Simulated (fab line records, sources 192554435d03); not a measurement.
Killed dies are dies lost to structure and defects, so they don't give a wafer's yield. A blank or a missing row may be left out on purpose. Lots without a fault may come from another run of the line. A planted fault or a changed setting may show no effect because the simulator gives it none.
A struck lot beside a sound one | flow n5_finfet | 40 steps out of a route of 1938
Sound: wafers L674.3, L674.4, L674.5. Struck: wafers L668.2, L668.3, L668.5. The cause comes at the end.
At each step with rows: each side's tool, then ch and its chambers, then its first start. Under that, the readings that differ: sound wafers | struck wafers | difference of the means | sigmas: that difference in standard deviations of wafers without a fault.
alike: readings whose means differ by less than 2 such deviations, and words and numbers that are the same on both sides. not compared: withheld readings, readings that some wafer has no value for, bounds like >300 that may hide the same value, and numbers for which the record gives no deviation and whose values overlap.
The two part at a step that has a row with sigmas, a row that says differs or no value, or rows on one side only. Numbers that don't overlap but have no deviation are shown without sigmas and don't part them. A reading that every wafer of one side lacks parts them only if that side has two wafers or more.

first, 11 steps without rows for these wafers: N5_MOL_CONTACT_COAG_WET_ETCH_116 (etches the open film in SC1-inhibited, target depth 4.6 nm, rinse time 30 s); N5_MOL_CONTACT_COAG_ALD_27 (deposits SiOC, target thk 17 nm, pulse time 1.5 s, time 2720 s); N5_MOL_CONTACT_COAG_CMP_28 (polishes, stops on SiNx, t overpolish 0.85 s, target thk 14.522 nm); N5_MOL_CONTACT_COAG_ALD_123 (deposits SiNx, target thk 5 nm, pulse time 1 s, purge time 2 s); N5_MOL_CONTACT_COAG_PECVD_31 (deposits SiO2 from TEOS/O2, target thk 46 nm, time 8.9 s); N5_MOL_CONTACT_COAG_COAT_75 (time 60 s, resist thk 60 nm); N5_MOL_CONTACT_COAG_COAT_76 (time 60 s, resist thk 10 nm); N5_MOL_CONTACT_COAG_COAT_77 (time 60 s, resist thk 10 nm); N5_MOL_CONTACT_COAG_COAT_78 (resist thk 40 nm); N5_MOL_CONTACT_COAG_EBR_80; N5_MOL_CONTACT_COAG_SOFTBAKE_79 (time 60 s).
N5_MOL_CONTACT_COAG_EXPOSE_81: exposes mask VG, defocus 0 nm.
  sound on euv_scanner-02 ch 0, day 9 00:26; struck on euv_scanner-01 ch 0, day 7 19:31
  reading                                  | sound             | struck            | difference | sigmas
  stage_msd_nm (nm)                        | 0.781 0.783 0.783 | 0.796 0.800 0.801 | +0.017     | +2
  model.MOL_CONTACT_COAG.overlay_x_nm (nm) | 0.4 0.4 0.4       | 5.2 5.2 5.2       | +4.8       |
  alike: mask
then, 2 steps without rows for these wafers: N5_MOL_CONTACT_COAG_PEB_82 (peb time 60 s); N5_MOL_CONTACT_COAG_DEVELOP_83 (develop time 30 s).
N5_MOL_CONTACT_COAG_OVL_MEAS_85:
  sound on overlay-01 ch 0, day 9 00:37; struck on overlay-01 ch 0, day 7 19:41
  reading     | sound         | struck      | difference | sigmas
  VG_OVL (nm) | -0.5 0.1 -1.3 | 5.2 4.3 6.0 | +5.7       | +8
then, 23 steps without rows for these wafers: N5_MOL_CONTACT_COAG_DESCUM_88 (chemistry O2, time 7 s); N5_MOL_CONTACT_COAG_ETCH_89 (etches underlayer in N2/H2, target depth 13 nm, time 10.4 s); N5_MOL_CONTACT_COAG_ETCH_90 (etches SiARC in CF4, target depth 13 nm, time 21.7 s); N5_MOL_CONTACT_COAG_ALD_131 (deposits SiO2, target thk 5 nm, pulse time 1 s, co reactant pulse time 1 s); N5_MOL_CONTACT_COAG_ETCHBACK_132 (etches SiO2 in CHF3, target depth 10 nm, time 6.7 s); N5_MOL_CONTACT_COAG_ETCH_91 (etches SOC in N2/H2, target depth 60 nm, overetch 21 nm, time 101.2 s); N5_MOL_CONTACT_COAG_STRIP_92 (strips in N2/H2); N5_MOL_CONTACT_COAG_STRIP_93 (strips in N2/H2); N5_MOL_CONTACT_COAG_ETCHBACK_135 (etches SiO2 in CHF3, target depth 25 nm, time 16.7 s); N5_MOL_CONTACT_COAG_STRIP_118 (strips in CHF3); N5_MOL_CONTACT_COAG_VIA_ETCH_46 (etches SiO2 in C4F6/O2, target depth 46 nm, overetch 9.2 nm, time 40 s); N5_MOL_CONTACT_COAG_STRIP_96 (strips in N2/H2); N5_MOL_CONTACT_COAG_ETCH_47 (etches SiNx in CH3F/O2, stops on W, target depth 27 nm); N5_MOL_CONTACT_COAG_STRIP_119 (strips in N2/H2, time 30 s); N5_MOL_CONTACT_COAG_PRECLEAN_144 (cleans in alkaline clean, time 60 s); N5_MOL_CONTACT_COAG_SRD_145 (time 30 s); N5_MOL_CONTACT_COAG_COAT_62 (time 60 s, resist thk 60 nm); N5_MOL_CONTACT_COAG_COAT_63 (time 60 s, resist thk 10 nm); N5_MOL_CONTACT_COAG_COAT_64 (time 60 s, resist thk 10 nm); N5_MOL_CONTACT_COAG_COAT_34 (resist thk 40 nm); N5_MOL_CONTACT_COAG_EBR_36; N5_MOL_CONTACT_COAG_SOFTBAKE_35 (time 60 s); N5_MOL_CONTACT_COAG_EXPOSE_37 (exposes mask VD, defocus 0 nm).
-- the record jumps here: 4 days lie between the struck wafers' starts before and after (it left off in module MOL_CONTACT_COAG and takes up again in module BEOL_M4, whose first step shown is number 1111 of the route) --
N5_BEOL_M4_RC_MEAS_101:
  sound on prober-02 ch 0, day 12 23:17; struck on prober-02 ch 0, day 11 12:56
  alike: DIBL_N, DIBL_P, IOFF_N, IOFF_P, ION_N, ION_P, SS_N, SS_P, VT_N, VT_P
-- the record jumps here: 4 days lie between the struck wafers' starts before and after (it left off in module BEOL_M4 and takes up again in module PASSIVATION, whose first step shown is number 1936 of the route) --
N5_PASSIVATION_PROBE_49:
  sound on prober-02, day 17 11:47; struck on prober-01, day 15 15:38
  reading                  | sound          | struck         | difference | sigmas
  defect_limited_yield (%) | 91.4 92.6 94.5 | 78.0 73.9 61.8 | -21.6      | -15
  killed_at_contacts       | 5 7 6          | 170 224 373    | +250       | +47
  killed_dies              | 101 87 65      | 260 308 451    | +255       | +16
  killed_on_rim            | 16 14 8        | 29 30 64       | +28        | +7
  sort_bin_5_function (%)  | 5.8 3.2 3.6    | 12.7 13.1 19.7 | +11.0      | +12
  sort_n_pass              | 1079 1092 1115 | 920 872 729    | -255       | -15
  sort_yield_pct (%)       | 91.4 92.5 94.5 | 78.0 73.9 61.8 | -21.6      | -15
  alike: killed_at_M0_to_M3, killed_at_M4_up, killed_at_front_end, killed_at_other, killed_open, killed_short, sort_bin_4_leakage, sort_bin_6_memory

WHERE THEY PART
First at N5_MOL_CONTACT_COAG_EXPOSE_81; last, within this record, at N5_PASSIVATION_PROBE_49.

WHY: what the simulator had put in
Scanner matching overlay: euv_scanner-01, from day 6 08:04 on, at N5_MOL_CONTACT_COAG_EXPOSE_81. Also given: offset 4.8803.
